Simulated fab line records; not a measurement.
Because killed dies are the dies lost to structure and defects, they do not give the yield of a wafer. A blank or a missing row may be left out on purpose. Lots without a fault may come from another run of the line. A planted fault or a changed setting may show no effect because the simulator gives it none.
Chamber matching | flow n5Finfet | 4 sister chambers for N5_BEOL_M13_CMP_49 on cmp-01
The step polishes, stops on SiOC, t overpolish 17.1 s, target thk 420 nm. 8 wafers are shown with their chamber, then 8 later ones without.

WAFERS, EACH WITH ITS CHAMBER
wafer  | chamber | motorCurrentA (A) | barrierFieldEndpointS (s)
L080.1 | 0       | 5.5               | 29.3
L082.3 | 2       | 6.4               | 30.1
L082.5 | 0       | 5.4               | 30.3
L082.6 | 3       | 5.8               | 31.0
L087.3 | 2       | 6.5               | 29.7
L087.4 | 3       | 6.1               | 30.0
L087.6 | 1       | 6.2               | 28.8
L089.2 | 1       | 6.2               | 29.9

WAFERS WHOSE CHAMBER IS MISSING
wafer  | motorCurrentA (A) | barrierFieldEndpointS (s)
L089.4 | 6.4               | 30.2
L089.5 | 6.2               | 30.7
L097.1 | 6.4               | 29.5
L097.2 | 6.1               | 30.2
L097.6 | 6.9               | 30.7
L095.1 | 5.1               | 30.9
L095.4 | 6.2               | 30.6
L095.6 | 5.2               | 31.3

WHICH CHAMBER EACH WENT THROUGH
wafer  | from the rows above          | in truth
L089.4 | can't be placed: 2 or 1      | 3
L089.5 | can't be placed: 1 or 3 or 2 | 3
L097.1 | can't be placed: 2 or 1      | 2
L097.2 | can't be placed: 3 or 1 or 2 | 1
L097.6 | 2                            | 2
L095.1 | 0                            | 0
L095.4 | can't be placed: 1 or 3 or 2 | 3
L095.6 | 0                            | 0
Correctly placed: 3 of 8. Can't be placed from these rows: 5 (the true chamber is among the candidates in 4). Placed wrongly: 0.
How it was worked out, from the rows above alone: a wafer's distance from a chamber is the root of the sum, over the readings, of the square of ((its reading less the chamber's mean) divided by the reading's scatter). If the next closest chamber is less than 2 further off than the closest, the wafer can't be placed; otherwise it belongs to the closest. The mean given for a chamber averages the wafers shown for that chamber. How the scatter is found: for the shown wafers, subtract from each reading the mean of its chamber, square and add these, divide the total by (wafers less chambers), then take the root.
